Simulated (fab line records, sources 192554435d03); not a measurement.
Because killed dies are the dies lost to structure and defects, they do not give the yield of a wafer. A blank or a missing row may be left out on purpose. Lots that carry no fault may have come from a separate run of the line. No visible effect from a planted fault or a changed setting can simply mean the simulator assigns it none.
A struck lot beside a sound one + flow n5-finfet + 25 steps out of a route of 1938
Sound: the wafers L667.2, L667.4, L667.6. Wafers L680.2, L680.3, L680.5 were the ones struck. The cause comes at the end.
For every step that has rows: the tool of each side, followed by ch and its chambers, followed by its first start. Under that, the readings that differ: sound wafers + struck wafers + difference of the means + sigmas: that difference in standard deviations of wafers without a fault.
alike: words and numbers the same on both sides, and readings whose means are apart by under 2 such deviations; not compared: readings that were withheld, readings missing a value for some wafer, numbers with overlapping values and no deviation given by the record, and bounds like >300 which may hide the same value.
The two part at a step that has a row with sigmas, a row that says differs or no value, or rows on one side only. When numbers do not overlap yet have no deviation, they are printed without sigmas and do not part them. A reading that every wafer of one side lacks parts them only if that side has two wafers or more.

first, 11 steps without rows for these wafers: N5_BEOL_M0_SAQP_STRIP_108 (strips in N2/H2); N5_BEOL_M0_SAQP_RECESS_109 (chemistry HF/NH3, target SiO2, target depth 3 nm, afs cycles 1, sublimation time 60 s); N5_BEOL_M0_SAQP_SPACER2_ALD_26 (deposits SiO2, target thk 15 nm, pulse time 1 s, purge time 2 s); N5_BEOL_M0_SAQP_SPACER2_ETCHBACK_27 (etches SiO2 in CHF3/O2, target depth 22.5 nm, time 11.25 s); N5_BEOL_M0_SAQP_MANDREL2_REMOVE_110 (chemistry HBr/Cl2/O2, target a-Si, stops on SiCN, bt time 10 s); N5_BEOL_M0_SAQP_COAT_69 (time 60 s, resist thk 90 nm); N5_BEOL_M0_SAQP_COAT_72 (time 60 s, resist thk 15 nm); N5_BEOL_M0_SAQP_COAT_87 (time 60 s, resist thk 5 nm); N5_BEOL_M0_SAQP_COAT_34 (resist thk 30 nm); N5_BEOL_M0_SAQP_EBR_36; N5_BEOL_M0_SAQP_SOFTBAKE_35 (time 60 s).
N5_BEOL_M0_SAQP_EXPOSE_37: exposes mask M0 CUT1, target cd 30 nm.
  sound on euv-scanner-02 ch 0, day 7 05:47; struck on euv-scanner-01 ch 0, day 10 15:34
| reading              | sound             | struck            | difference | sigmas |
|----------------------|-------------------|-------------------|------------|--------|
| exposure-dose-mJ-cm2 | 44.55 44.59 44.59 | 45.42 45.44 45.43 | +0.85      | +17    |
  alike: mask
then, 2 steps without rows for these wafers: N5_BEOL_M0_SAQP_PEB_38 (peb time 60 s); N5_BEOL_M0_SAQP_DEVELOP_39 (develop time 30 s).
N5_BEOL_M0_SAQP_DESCUM_45: chemistry O2, time 7 s.
  sound on rie-diel-04 ch 0,3, day 7 06:02; struck on rie-diel-03 ch 1,2, day 10 15:49
| reading                       | sound    | struck         | difference | sigmas |
|-------------------------------|----------|----------------|------------|--------|
| model.BEOL_M0_SAQP.cd-nm (nm) | 30 30 30 | 30.2 30.4 30.4 | +0.3       |        |
  alike: drypump-motor-current-A, oes-product-au, rf-vpp-V, showerhead-plenum-p-Torr, throttle-valve-pct
  not compared: rf-hours-counter-h
then, 6 steps without rows for these wafers: N5_BEOL_M0_SAQP_ETCH_88 (etches underlayer in N2/H2, target depth 6.5 nm, time 5.2 s); N5_BEOL_M0_SAQP_ETCH_73 (etches SiARC in CF4, target depth 19.5 nm, time 32.5 s); N5_BEOL_M0_SAQP_CUT_ETCH_46 (etches SOC in N2/H2, target depth 135 nm, overetch 27 nm, time 202.5 s); N5_BEOL_M0_SAQP_STRIP_74 (strips in N2/H2); N5_BEOL_M0_SAQP_STRIP_89 (strips in N2/H2); N5_BEOL_M0_SAQP_ALD_48 (deposits SiO2, target thk 20 nm, pulse time 1 s, co reactant pulse time 1 s).
N5_BEOL_M0_SAQP_ETCH_49: etches SiO2 in CF4/O2, target depth 37 nm.
  sound on rie-diel-01 ch 2,3, day 7 06:51; struck on rie-diel-04 ch 0,3, day 10 16:43
| reading                       | sound        | struck         | difference | sigmas |
|-------------------------------|--------------|----------------|------------|--------|
| model.BEOL_M0_SAQP.cd-nm (nm) | 30.2 29.8 30 | 30.4 30.8 30.4 | +0.5       |        |
  alike: drypump-motor-current-A, oes-product-au, rf-vpp-V, showerhead-plenum-p-Torr, throttle-valve-pct
  not compared: rf-hours-counter-h
then, 1 step without rows for these wafers: N5_BEOL_M0_SAQP_STRIP_75 (strips in CF4).
-- record jumps: 2 days separate the struck wafers' starts on either side; left off in module BEOL_M0_SAQP, taken up again in module BEOL_M4, whose first shown step is the route's number 1111 --
N5_BEOL_M4_RC_MEAS_101:
  sound on prober-01 ch 0, day 9 10:13; struck on prober-01 ch 0, day 12 23:06
  alike: DIBL_N, DIBL_P, IOFF_N, IOFF_P, ION_N, ION_P, SS_N, SS_P, VT_N, VT_P
-- the record jumps here: 4 days lie between the struck wafers' starts before and after (it left off in module BEOL_M4 and takes up again in module PASSIVATION, whose first step shown is number 1936 of the route) --
N5_PASSIVATION_PROBE_49:
  only the struck wafers here have rows in the record (prober-02, day 17 07:04); the sound ones have none

WHERE THEY PART
At N5_BEOL_M0_SAQP_EXPOSE_37 first; at N5_PASSIVATION_PROBE_49 last (within this record only).

WHY: whatever the simulator had introduced
Drift in process parameters on euv-scanner-01 at N5_BEOL_M0_SAQP_EXPOSE_37, starting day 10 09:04. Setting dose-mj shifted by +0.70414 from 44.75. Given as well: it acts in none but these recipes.
